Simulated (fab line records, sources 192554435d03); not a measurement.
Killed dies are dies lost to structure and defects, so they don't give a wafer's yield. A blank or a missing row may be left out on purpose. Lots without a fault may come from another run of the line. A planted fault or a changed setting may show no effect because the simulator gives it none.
Chamber matching | flow n5_finfet | N5_FIN_SAQP_SPACER1_ETCHBACK_25 on rie_diel-02: 3 sister chambers
The step etches SiO2 in CHF3/O2, target depth 24.4 nm, time 12.2 s. 6 wafers are shown with their chamber, then 6 later ones without.

WAFERS WITH THEIR CHAMBER
wafer  | chamber | drypump_motor_current_A (A) | rf_vpp_V (V)
L074.5 | 3       | 5.5                         | 522
L080.4 | 3       | 5.5                         | 519
L086.2 | 2       | 6.2                         | 551
L086.6 | 1       | 5.5                         | 524
L089.1 | 1       | 5.5                         | 525
L089.2 | 2       | 6.1                         | 552

WAFERS WITHOUT THEIR CHAMBER
wafer  | drypump_motor_current_A (A) | rf_vpp_V (V)
L089.6 | 6.2                         | 550
L094.3 | 5.5                         | 521
L094.4 | 6.2                         | 551
L097.2 | 5.5                         | 520
L097.4 | 6.2                         | 550
L097.5 | 6.2                         | 549

WHICH CHAMBER EACH WENT THROUGH
wafer  | from the rows above | in truth
L089.6 | 2                   | 2
L094.3 | 3                   | 3
L094.4 | 2                   | 2
L097.2 | 3                   | 3
L097.4 | 2                   | 2
L097.5 | 2                   | 2
Placed correctly: 6 of 6. Can't be placed from these rows: 0. Placed wrongly: 0.
How it was worked out, from the rows above alone: a wafer's distance from a chamber is the root of the sum, over the readings, of the square of ((its reading less the chamber's mean) divided by the reading's scatter). The wafer belongs to the nearest chamber; if the next one is less than 2 further off, it can't be placed. A chamber's mean is the mean of its shown wafers. The scatter: the root of (the sum of the squares of (reading less its chamber's mean) over the shown wafers, divided by (wafers less chambers)).
